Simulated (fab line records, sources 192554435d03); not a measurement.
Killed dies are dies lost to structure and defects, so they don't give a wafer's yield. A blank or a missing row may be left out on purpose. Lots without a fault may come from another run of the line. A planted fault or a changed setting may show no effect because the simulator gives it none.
Chamber matching | flow n5_finfet | N5_BEOL_M0_SAQP_PECVD_04 on pecvd-02: 3 sister chambers
The step deposits a-Si from SiH4/He, target thk 60 nm, time 60.2 s. 6 wafers are shown with their chamber, then 10 later ones without.

WAFERS WITH THEIR CHAMBER
wafer  | chamber | showerhead_plenum_p_Torr (Torr) | throttle_valve_pct (%)
L086.3 | 1       | 5.72                            | 17.5
L086.5 | 0       | 5.75                            | 18.1
L090.5 | 2       | 5.65                            | 17.7
L090.6 | 0       | 5.73                            | 18.8
L091.1 | 2       | 5.67                            | 17.8
L091.4 | 1       | 5.72                            | 17.4

WAFERS WITHOUT THEIR CHAMBER
wafer  | showerhead_plenum_p_Torr (Torr) | throttle_valve_pct (%)
L091.5 | 5.66                            | 17.6
L092.4 | 5.74                            | 17.3
L092.5 | 5.72                            | 18.5
L092.6 | 5.67                            | 17.6
L097.1 | 5.66                            | 17.8
L097.3 | 5.72                            | 19.0
L097.5 | 5.66                            | 17.9
L096.1 | 5.74                            | 18.7
L096.5 | 5.72                            | 17.4
L096.6 | 5.74                            | 18.8

WHICH CHAMBER EACH WENT THROUGH
wafer  | from the rows above     | in truth
L091.5 | 2                       | 2
L092.4 | 1                       | 1
L092.5 | can't be placed: 0 or 1 | 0
L092.6 | 2                       | 2
L097.1 | 2                       | 2
L097.3 | 0                       | 0
L097.5 | 2                       | 2
L096.1 | 0                       | 0
L096.5 | 1                       | 1
L096.6 | 0                       | 0
Placed correctly: 9 of 10. Can't be placed from these rows: 1 (the true chamber is among the candidates in 1). Placed wrongly: 0.
How it was worked out, from the rows above alone: a wafer's distance from a chamber is the root of the sum, over the readings, of the square of ((its reading less the chamber's mean) divided by the reading's scatter). The wafer belongs to the nearest chamber; if the next one is less than 2 further off, it can't be placed. A chamber's mean is the mean of its shown wafers. The scatter: the root of (the sum of the squares of (reading less its chamber's mean) over the shown wafers, divided by (wafers less chambers)).
